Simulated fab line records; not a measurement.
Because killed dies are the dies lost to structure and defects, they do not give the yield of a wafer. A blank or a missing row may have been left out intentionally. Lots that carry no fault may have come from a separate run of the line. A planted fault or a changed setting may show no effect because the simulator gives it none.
Matching of chambers | flow n5_finfet | N5_BEOL_M1_DEP_57 on pecvd-04 has 3 sister chambers
The step deposits SiCN from 3MS/NH3, target thk 8 nm, time 14 s. 3 wafers are shown with their chamber, then 10 later ones without.

== WAFERS PAIRED WITH THEIR CHAMBERS ==
wafer  | chamber | throttle_valve_pct (%)
L082.2 | 1       | 9.32
L082.5 | 0       | 9.30
L083.4 | 2       | 8.74

== WAFERS WITHOUT THEIR CHAMBER ==
wafer  | throttle_valve_pct (%)
L083.5 | 9.26
L084.1 | 9.41
L084.5 | 9.24
L084.6 | 8.41
L086.1 | 9.37
L086.2 | 9.16
L086.4 | 9.51
L093.2 | 9.15
L093.3 | 8.76
L093.5 | 9.55

== WHICH CHAMBER EACH WENT THROUGH ==
wafer  | from the rows above          | in truth
L083.5 | can't be placed: 0 or 1      | 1
L084.1 | can't be placed: 1 or 0      | 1
L084.5 | can't be placed: 0 or 1      | 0
L084.6 | 2                            | 2
L086.1 | can't be placed: 1 or 0      | 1
L086.2 | can't be placed: 0 or 1 or 2 | 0
L086.4 | can't be placed: 1 or 0      | 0
L093.2 | can't be placed: 0 or 1 or 2 | 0
L093.3 | 2                            | 2
L093.5 | can't be placed: 1 or 0      | 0
Correct placement for 2 of the 10. Can't be placed from these rows: 8 (the true chamber is among the candidates in 8). Wrongly placed: 0.
How it was worked out, from the rows above alone: a wafer's distance from a chamber is the root of the sum, over the readings, of the square of ((its reading less the chamber's mean) divided by the reading's scatter). If the next closest chamber is less than 2 further off than the closest, the wafer can't be placed; otherwise it belongs to the closest. A chamber's mean is the mean of its shown wafers. The scatter: root of mean squared gap, hidden wafer to nearest shown wafer, with one shown wafer a chamber.
